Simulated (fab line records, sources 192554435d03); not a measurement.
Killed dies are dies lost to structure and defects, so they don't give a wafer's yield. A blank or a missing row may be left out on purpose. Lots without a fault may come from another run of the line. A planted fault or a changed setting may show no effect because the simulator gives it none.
Split-lot experiment | flow n5_finfet | 7 lots, 21 wafers read, on a route of 1938 steps

THE SPLIT
At N5_BEOL_M7_ETCH_66 (etches SOC in N2/H2, target depth 80 nm, overetch 16 nm, time 120 s), the setting bias_w was moved away from the recipe's 150 W on 6 of the 21 wafers read, by -9.6% to +15.9%. The other wafers ran this setting at the recipe's value.

The reading is taken at the split's own step.

THE READING
rf_vpp_V, in V, at N5_BEOL_M7_ETCH_66 (etches SOC in N2/H2, target depth 80 nm, overetch 16 nm, time 120 s). Fault-free wafers of this fab line usually give 524.6 V, standard deviation 2.7 V.

wafer  | tool, chamber at the split | bias_w as run, W | against the recipe | rf_vpp_V, V | against lot-mates on the recipe
L074.4 | rie_diel-02, 2             | 135.6            | -9.6%              | 487.7       | -37.4
L074.5 | rie_diel-02, 2             | 135.6            | -9.6%              | 489.4       | -35.7
L074.6 | rie_diel-02, 3             | 150              | recipe             | 525.1       | -
L075.2 | rie_diel-02, 2             | 166              | +10.7%             | 556.4       | +31.2
L075.3 | rie_diel-02, 3             | 166              | +10.7%             | 560.1       | +34.9
L075.6 | rie_diel-02, 0             | 150              | recipe             | 525.2       | -
L076.3 | rie_diel-01, 0             | 136.6            | -8.9%              | 493.3       | -30.4
L076.5 | rie_diel-01, 0             | 150              | recipe             | 523.4       | -
L076.6 | rie_diel-01, 3             | 150              | recipe             | 524.1       | -
L080.1 | rie_diel-01, 3             | 173.9            | +15.9%             | 573.9       | +51.1
L080.5 | rie_diel-01, 2             | 150              | recipe             | 522.2       | -
L080.6 | rie_diel-01, 1             | 150              | recipe             | 523.3       | -
L085.3 | rie_diel-01, 0             | 150              | recipe             | 524.7       | -
L085.4 | rie_diel-01, 2             | 150              | recipe             | 520.8       | -
L085.5 | rie_diel-01, 1             | 150              | recipe             | 523.6       | -
L086.1 | rie_diel-01, 3             | 150              | recipe             | 523.1       | -
L086.2 | rie_diel-01, 1             | 150              | recipe             | 524.9       | -
L086.5 | rie_diel-01, 2             | 150              | recipe             | 522.7       | -
L097.3 | rie_diel-04, 1             | 150              | recipe             | 518.9       | -
L097.5 | rie_diel-04, 2             | 150              | recipe             | 524.5       | -
L097.6 | rie_diel-04, 3             | 150              | recipe             | 529.1       | -

THE FIT
A straight line over all 21 wafers: rf_vpp_V changes by +3.34 V for each +1% of bias_w; r = +0.99; the points scatter about the line by 2.3 V.
The same after taking each lot's own level away (the mean of its wafers on the recipe; 21 wafers): +3.35 V for each +1%; r = +0.99; scatter 2.5 V.
On that fit, the largest move of bias_w shifts the reading by 53 V.
The lots' own levels span 522.75 to 525.20 V, that is 0.9 times the standard deviation above.
So the lot-to-lot level changes the slope little: the two slopes agree.
Check: with one of the wafers moved furthest among these (+15.9%) left out of the fit, the line predicts +53.5 V for it against its lot-mates. It came out at +51.1 V against them.
Tool readings at the split's step, against how far the setting was moved: rf_vpp_V r = +0.99.

OTHER SPLITS ON THESE WAFERS
These wafers also went through other splits before the reading. Each is held against what the fit with the lots' levels taken away leaves over:
other split on the same wafers   | wafers away from the commonest value | r with rf_vpp_V (lot level and that fit taken away)
N5_BEOL_M1_COAT_62 spin_rpm      | 5                                    | -0.03
N5_BEOL_M2_SPUTTER_86 time_s     | 5                                    | -0.27
N5_BEOL_M3_SPUTTER_48 time_s     | 5                                    | -0.31
N5_BEOL_M5_COAT_66 spin_rpm      | 8                                    | +0.41
N5_BEOL_M5_COAT_22 spin_rpm      | 4                                    | -0.15
N5_BEOL_M6_ETCH_62 time_s        | 7                                    | -0.04
N5_BEOL_M6_ETCH_66 bias_w        | 9                                    | -0.24
N5_BEOL_M6_TRENCH_ETCH_37 time_s | 9                                    | -0.06

THE WHOLE CHAIN: every reading that the file lists as answering this split, in the file's order
step               | what it does                                                        | reading                                                                          | change (the file's fit)               | r (the file's)
N5_BEOL_M7_ETCH_66 | etches SOC in N2/H2, target depth 80 nm, overetch 16 nm, time 120 s | rf_vpp_V                                                                         | +3.32 V for each +1% of the setting   | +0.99
N5_BEOL_M7_ETCH_66 | etches SOC in N2/H2, target depth 80 nm, overetch 16 nm, time 120 s | SiARC_of_BEOL_M7_COAT_64.thk_nm (the simulator's own value, which no gauge read) | -0.067 nm for each +1% of the setting | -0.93

THE FILE'S OWN FIT
rf_vpp_V changes by +3.32 V for each +1% of bias_w, r = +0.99.
